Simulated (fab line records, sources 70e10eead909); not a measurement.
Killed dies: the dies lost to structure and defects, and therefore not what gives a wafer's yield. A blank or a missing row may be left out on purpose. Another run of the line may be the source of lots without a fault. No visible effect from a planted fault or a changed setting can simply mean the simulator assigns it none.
Matching of chambers | flow nand_harc | NHARC_THIN_TSV_ETCH_15 on rie_si-01 has 4 sister chambers
The step target depth 3000 nm, bosch target overetch cycles 2, bosch etch step 2.8 s. 8 wafers are shown with their chamber, then 8 later ones without.

== WAFERS PAIRED WITH THEIR CHAMBERS ==
wafer  | chamber | drypump_motor_current_A (A)
L080.4 | 0       | 6.7
L080.5 | 2       | 6.0
L081.3 | 1       | 6.1
L081.6 | 3       | 5.3
L087.2 | 2       | 6.1
L087.4 | 1       | 6.1
L087.5 | 3       | 5.2
L086.2 | 0       | 6.7

== WAFERS WITHOUT THEIR CHAMBER ==
wafer  | drypump_motor_current_A (A)
L086.3 | 6.1
L086.5 | 6.1
L088.1 | 5.3
L088.2 | 6.1
L088.6 | 5.3
L095.1 | 6.7
L095.2 | 5.3
L095.4 | 6.1

== CHAMBER TAKEN BY EACH ==
wafer  | from the rows above     | in truth
L086.3 | can't be placed: 1 or 2 | 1
L086.5 | can't be placed: 1 or 2 | 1
L088.1 | 3                       | 3
L088.2 | can't be placed: 1 or 2 | 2
L088.6 | 3                       | 3
L095.1 | 0                       | 0
L095.2 | 3                       | 3
L095.4 | can't be placed: 1 or 2 | 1
Placed correctly: 4 of 8. Not placeable from these rows: 4 (in 4, the candidates include the true chamber). 0 placed wrongly.
How it was worked out, from the rows above alone: a wafer's distance from a chamber is the root of the sum, over the readings, of the square of ((its reading less the chamber's mean) divided by the reading's scatter). If the next closest chamber is less than 2 further off than the closest, the wafer can't be placed; otherwise it belongs to the closest. A chamber's mean is the mean of its shown wafers. The scatter: the root of (the sum of the squares of (reading less its chamber's mean) over the shown wafers, divided by (wafers less chambers)).
